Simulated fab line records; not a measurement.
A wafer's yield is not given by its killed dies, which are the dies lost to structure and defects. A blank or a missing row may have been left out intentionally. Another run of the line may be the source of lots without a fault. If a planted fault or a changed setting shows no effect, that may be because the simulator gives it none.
Which tool is to blame?    flow nand harc    18 wafers from 6 lots sampled at 5 of the route's 1159 steps

WHAT THE GAUGES SHOWED, per wafer
NHARC_END_SORT_01.
lot   measured      on         defect limited yield (%)
L919  day 22 12:20  prober-02  94.4 95.1 96.0
L925  day 23 19:44  prober-02  92.0 92.8 92.0

EACH LOT AND THE TOOL THAT RAN IT (in order: tool; ch and the chambers of the sampled wafers; start)
lot   NHARC_P_M1_ETCH_15                             NHARC_P_M1_ETCH_28                             NHARC_P_M1_PRE_CLEAN_32          NHARC_P_M2_EXPOSE_06
L909  rie diel-12 ch 2,3, day 6 19:46 or earlier     rie diel-08 ch 1,3, day 6 19:46 or earlier     pecvd-02 ch 1,2, day 6 19:46     arfi scanner-02 ch 0, day 6 20:58
L911  rie diel-08 ch 0,2,3, day 7 15:56 or earlier   rie diel-12 ch 0,3, day 7 15:56 or earlier     pecvd-03 ch 1,2, day 7 15:56     arfi scanner-03 ch 0, day 7 16:58
L914  rie diel-12 ch 0,1,2, day 7 23:53 or earlier   rie diel-12 ch 1,2,3, day 7 23:53 or earlier   pecvd-04 ch 0,1,2, day 7 23:53   arfi scanner-03 ch 0, day 8 01:04
L919  rie diel-12 ch 0,2,3, day 9 10:16 or earlier   rie diel-08 ch 0,1,3, day 9 10:16 or earlier   pecvd-03 ch 0,1,2, day 9 10:16   arfi scanner-03 ch 0, day 9 11:20
L925  rie diel-08 ch 1,2,3, day 10 15:05 or earlier  rie diel-04 ch 0,2,3, day 10 15:05 or earlier  pecvd-04 ch 0,1,2, day 10 15:05  arfi scanner-01 ch 0, day 10 16:14
L929  rie diel-12 ch 0,1,2, day 11 12:37 or earlier  rie diel-08 ch 1,2,3, day 11 12:37 or earlier  pecvd-02 ch 0,1,2, day 11 12:37  arfi scanner-02 ch 0, day 11 13:48
- NHARC_P_M1_ETCH_15: etches the open film in C4F8/Ar, target depth 182.5 nm, time 91.2 s.
- NHARC_P_M1_ETCH_28: etches the open film in CF4/N2, target depth 30 nm, time 72.99 s.
- NHARC_P_M1_PRE_CLEAN_32: time 12 s.
- NHARC_P_M2_EXPOSE_06: exposes mask P M2, target cd 170 nm.

THE ANSWER, worked out from the rows above alone
Rule: the usual values come from the lots themselves. Put in order of their means at a reading, lots are off if they are a third of the lots or fewer, leave a main group of 4 or more, and stand apart from it by a gap of 3 or more times the standard deviation of the main group's means; of several such gaps the widest counts. If all means in a main group match to the digits the tables above print for the reading, that group is not used. A lot without any number at a reading at which 4 lots or more have one is off too. All remaining lots with rows at the step are treated as sound.
Across all readings shown, no lot is off: no conclusion can be drawn from this.

WHAT THE SIMULATOR PUT IN
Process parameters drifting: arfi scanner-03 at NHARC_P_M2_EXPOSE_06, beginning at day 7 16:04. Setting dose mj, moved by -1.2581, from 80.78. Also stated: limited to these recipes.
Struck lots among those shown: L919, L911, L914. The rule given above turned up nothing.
